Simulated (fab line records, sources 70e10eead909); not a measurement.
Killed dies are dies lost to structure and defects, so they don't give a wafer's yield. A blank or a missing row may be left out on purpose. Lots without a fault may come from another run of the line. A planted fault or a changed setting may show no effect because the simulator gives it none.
Chamber matching | flow nand_harc | NHARC_P_CONTACT_STRIP_28 on rie_diel-03: 4 sister chambers
The step strips in O2. 18 wafers are shown with their chamber, then 9 later ones without.

WAFERS WITH THEIR CHAMBER
wafer  | chamber | showerhead_plenum_p_Torr (Torr) | drypump_motor_current_A (A) | oes_product_au (a.u.)
L076.1 | 0       | 3.60                            | 4.8                         | 1.012
L076.2 | 1       | 3.78                            | 5.4                         | 1.007
L076.5 | 3       | 3.56                            | 5.3                         | 0.964
L078.1 | 0       | 3.60                            | 4.8                         | 1.004
L078.3 | 2       | 3.45                            | 6.8                         | 0.994
L078.5 | 2       | 3.45                            | 6.8                         | 1.000
L083.1 | 2       | 3.45                            | 6.8                         | 0.996
L083.2 | 3       | 3.56                            | 5.3                         | 0.961
L083.3 | 1       | 3.78                            | 5.4                         | 0.999
L086.1 | 1       | 3.78                            | 5.3                         | 1.015
L086.3 | 3       | 3.56                            | 5.3                         | 0.978
L086.6 | 1       | 3.78                            | 5.3                         | 1.006
L087.3 | 1       | 3.78                            | 5.3                         | 1.010
L087.4 | 0       | 3.59                            | 4.8                         | 1.019
L087.5 | 0       | 3.59                            | 4.9                         | 1.016
L090.2 | 2       | 3.45                            | 6.9                         | 0.991
L090.3 | 1       | 3.78                            | 5.3                         | 1.006
L090.4 | 0       | 3.59                            | 4.8                         | 1.008

SIGNATURES (means of the wafers above)
reading                  | chamber 0 | chamber 1 | chamber 2 | chamber 3 | scatter within a chamber
showerhead_plenum_p_Torr | 3.5940    | 3.7800    | 3.4500    | 3.5600    | 0.00293
drypump_motor_current_A  | 4.820     | 5.333     | 6.825     | 5.300     | 0.0454
oes_product_au           | 1.01180   | 1.00717   | 0.99525   | 0.96767   | 0.00592
Rule: a wafer's distance from a chamber is the root of the sum, over the readings, of the square of ((its reading less the chamber's mean) divided by the reading's scatter). The wafer belongs to the nearest chamber; if the next one is less than 2 further off, it can't be placed. The scatter: the root of (the sum of the squares of (reading less its chamber's mean) over the shown wafers, divided by (wafers less chambers)).

WAFERS WITHOUT THEIR CHAMBER
wafer  | showerhead_plenum_p_Torr (Torr) | drypump_motor_current_A (A) | oes_product_au (a.u.)
L095.2 | 3.56                            | 5.3                         | 0.986
L095.4 | 3.45                            | 6.9                         | 1.006
L095.5 | 3.45                            | 6.8                         | 1.012
L096.1 | 3.78                            | 5.3                         | 1.001
L096.3 | 3.45                            | 6.8                         | 1.002
L096.4 | 3.59                            | 4.8                         | 0.996
L097.3 | 3.59                            | 4.9                         | 0.990
L097.4 | 3.78                            | 5.3                         | 0.989
L097.6 | 3.78                            | 5.4                         | 0.983

WHICH CHAMBER EACH WENT THROUGH
wafer  | from the rows above | in truth
L095.2 | 3                   | 3
L095.4 | 2                   | 2
L095.5 | 2                   | 2
L096.1 | 1                   | 1
L096.3 | 2                   | 2
L096.4 | 0                   | 0
L097.3 | 0                   | 0
L097.4 | 1                   | 1
L097.6 | 1                   | 1
Placed correctly: 9 of 9. Can't be placed from these rows: 0. Placed wrongly: 0.
